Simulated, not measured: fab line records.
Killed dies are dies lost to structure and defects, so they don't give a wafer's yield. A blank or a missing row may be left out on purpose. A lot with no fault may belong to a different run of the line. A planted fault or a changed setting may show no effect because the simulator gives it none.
A lot that was struck, set against a sound lot | flow nand_harc | 15 steps out of a route of 1159
Sound: these wafers, L686.2, L686.3, L686.6. The struck wafers were L687.1, L687.3, L687.5. Last of all comes the cause.
At each step with rows: each side's tool, then ch and its chambers, then its first start. Under that, the readings that differ: sound wafers | struck wafers | difference of the means | sigmas: that difference in standard deviations of wafers without a fault.
alike: a reading whose means differ by less than 2 such deviations, as well as words and numbers matching on both sides. not compared: withheld readings; readings where some wafer has no value; bounds like >300 that might hide an equal value; numbers whose values overlap and for which the record gives no deviation.
Wherever a step has rows on one side only, a row that says differs or no value, or a row with sigmas, the two part there. Numbers that don't overlap but have no deviation are shown without sigmas and don't part them. Lack of a reading on every wafer of one side parts them only where that side has two or more wafers.

first, 1 step without rows for these wafers: NHARC_A_CONTACT_ETCH_138 (etches the open film in C4F8/O2/Ar, time 132 s, target depth 1289 nm).
NHARC_A_CONTACT_ETCH_139: etches the open film in C4F8/O2/Ar, time 137 s, target depth 590 nm.
  sound on har_cap_etch-03 ch 0,1, day 17 07:06; struck on har_cap_etch-03 ch 0, day 17 12:30
  not compared: rf_hours_counter_h
NHARC_A_CONTACT_ETCH_92: etches the open film in CH3F/O2, target depth 40 nm, time 85.7 s.
  sound on rie_diel-02 ch 0,1, day 17 07:28; struck on rie_diel-12 ch 0,1, day 17 12:55
  alike: drypump_motor_current_A, mfc_ar_sccm, oes_product_au, rf_vpp_V, showerhead_plenum_p_Torr, throttle_valve_pct
  not compared: rf_hours_counter_h
NHARC_A_CONTACT_ETCH_98: etches the open film in C4F6/O2, target depth 20 nm, time 10 s.
  sound on rie_diel-02 ch 2,3; struck on rie_diel-12 ch 0,1
  alike: drypump_motor_current_A, mfc_ar_sccm, oes_product_au, rf_vpp_V, showerhead_plenum_p_Torr, throttle_valve_pct
  not compared: rf_hours_counter_h
NHARC_A_CONTACT_CD_MEAS_15:
  sound on cd_sem-02, day 17 07:42; struck on cd_sem-02, day 17 13:08
  alike: cd_nm
then, 3 steps without rows for these wafers: NHARC_A_CONTACT_STRIP_107 (strips in N2/H2); NHARC_A_CONTACT_STRIP_108 (strips in CF4/CHF3); NHARC_A_CONTACT_STRIP_109 (strips in O2/COS).
NHARC_A_CONTACT_ETCH_110: etches the open film in CF4/O2, target depth 50 nm, overetch 5 nm, time 27.5 s.
  sound on rie_diel-12 ch 0,2,3, day 17 07:59; struck on rie_diel-12 ch 1,2,3, day 17 13:26
  alike: drypump_motor_current_A, mfc_ar_sccm, oes_product_au, rf_vpp_V, showerhead_plenum_p_Torr, throttle_valve_pct
  not compared: rf_hours_counter_h
NHARC_A_CONTACT_STRIP_26: strips in O2.
  sound on rie_diel-12 ch 0,2; struck on rie_diel-12 ch 0,1,3
  alike: drypump_motor_current_A, mfc_ar_sccm, oes_product_au, rf_vpp_V, showerhead_plenum_p_Torr, throttle_valve_pct
  not compared: rf_hours_counter_h
then, 2 steps without rows for these wafers: NHARC_A_CONTACT_STRIP_27 (strips in post etch residue remover, time 600 s); NHARC_A_CONTACT_ALD_18 (deposits TiN, target thk 3 nm, pulse time 1 s, ald cycles 150).
NHARC_A_CONTACT_CVD_19: deposits W, target thk 300 nm, time 802 s.
  sound on cvd_w-02 ch 0, day 17 12:50; struck on cvd_w-01 ch 0,1, day 17 15:37
  alike: heater_power_w, mfc_ar_sccm, throttle_valve_pct
NHARC_A_CONTACT_CMP_20: polishes, t overpolish 30 s, target thk 300 nm.
  sound on cmp-01 ch 0,1,3, day 17 13:47; struck on cmp-01 ch 0,1,3, day 17 16:40
  reading                | sound          | struck            | difference | sigmas
  time_to_endpoint_s (s) | 60.2 62.6 62.9 | 120.8 124.1 119.1 | +59.4      | +21
  alike: motor_current_A, overpolish_run_s
-- jump in the record: it breaks off in module A_CONTACT and resumes in module END (first step shown: number 1159 of the route), and 2 days separate the struck wafers' starts before and after --
NHARC_END_SORT_01:
  here the record holds rows for the struck wafers (prober-02 ch 0, day 20 02:29) but none for the sound ones

## WHERE THEY PART
Last at NHARC_END_SORT_01 as far as this record goes, first at NHARC_A_CONTACT_CMP_20.

WHY: what the simulator had put in
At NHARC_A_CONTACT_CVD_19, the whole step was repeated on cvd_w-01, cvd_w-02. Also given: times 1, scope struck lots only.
